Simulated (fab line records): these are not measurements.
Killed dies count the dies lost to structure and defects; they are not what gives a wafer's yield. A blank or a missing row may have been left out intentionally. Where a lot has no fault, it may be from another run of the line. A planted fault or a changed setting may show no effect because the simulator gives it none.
Matching of chambers :: flow n5 finfet :: N5_BEOL_M9_CURE_71 on uv cure-01: 3 sister chambers
The step cures SiCOH lowk, time 240 s. 3 wafers are shown with their chamber, then 8 later ones without.

== EACH WAFER AND ITS CHAMBER ==
wafer: L075.6
chamber: 2
wafer_temp_C_max: 386.5

wafer: L089.5
chamber: 0
wafer_temp_C_max: 387.1

wafer: L087.2
chamber: 1
wafer_temp_C_max: 389.0

== WAFERS WITHOUT THEIR CHAMBER ==
wafer: L087.4
wafer_temp_C_max: 388.4

wafer: L087.5
wafer_temp_C_max: 388.4

wafer: L091.1
wafer_temp_C_max: 386.1

wafer: L091.3
wafer_temp_C_max: 386.4

wafer: L091.6
wafer_temp_C_max: 386.6

wafer: L094.1
wafer_temp_C_max: 386.6

wafer: L094.2
wafer_temp_C_max: 386.7

wafer: L094.3
wafer_temp_C_max: 386.7

== WHICH CHAMBER EACH ONE RAN IN ==
wafer: L087.4
from the rows above: can't be placed: 1 or 0
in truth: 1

wafer: L087.5
from the rows above: can't be placed: 1 or 0
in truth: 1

wafer: L091.1
from the rows above: can't be placed: 2 or 0
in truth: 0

wafer: L091.3
from the rows above: can't be placed: 2 or 0
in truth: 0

wafer: L091.6
from the rows above: can't be placed: 2 or 0
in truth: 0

wafer: L094.1
from the rows above: can't be placed: 2 or 0
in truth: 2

wafer: L094.2
from the rows above: can't be placed: 2 or 0
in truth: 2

wafer: L094.3
from the rows above: can't be placed: 2 or 0
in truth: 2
Correct placement for 0 of the 8. Unplaceable from these rows: 8, with the true chamber sitting among the candidates in 8. 0 placed wrongly.
How it was worked out, from the rows above alone: a wafer's distance from a chamber is the root of the sum, over the readings, of the square of ((its reading less the chamber's mean) divided by the reading's scatter). If the next closest chamber is less than 2 further off than the closest, the wafer can't be placed; otherwise it belongs to the closest. A chamber's mean is the mean of its shown wafers. The scatter: with one shown wafer a chamber, the root of the mean of the squares of how far each hidden wafer lies from its nearest shown one.
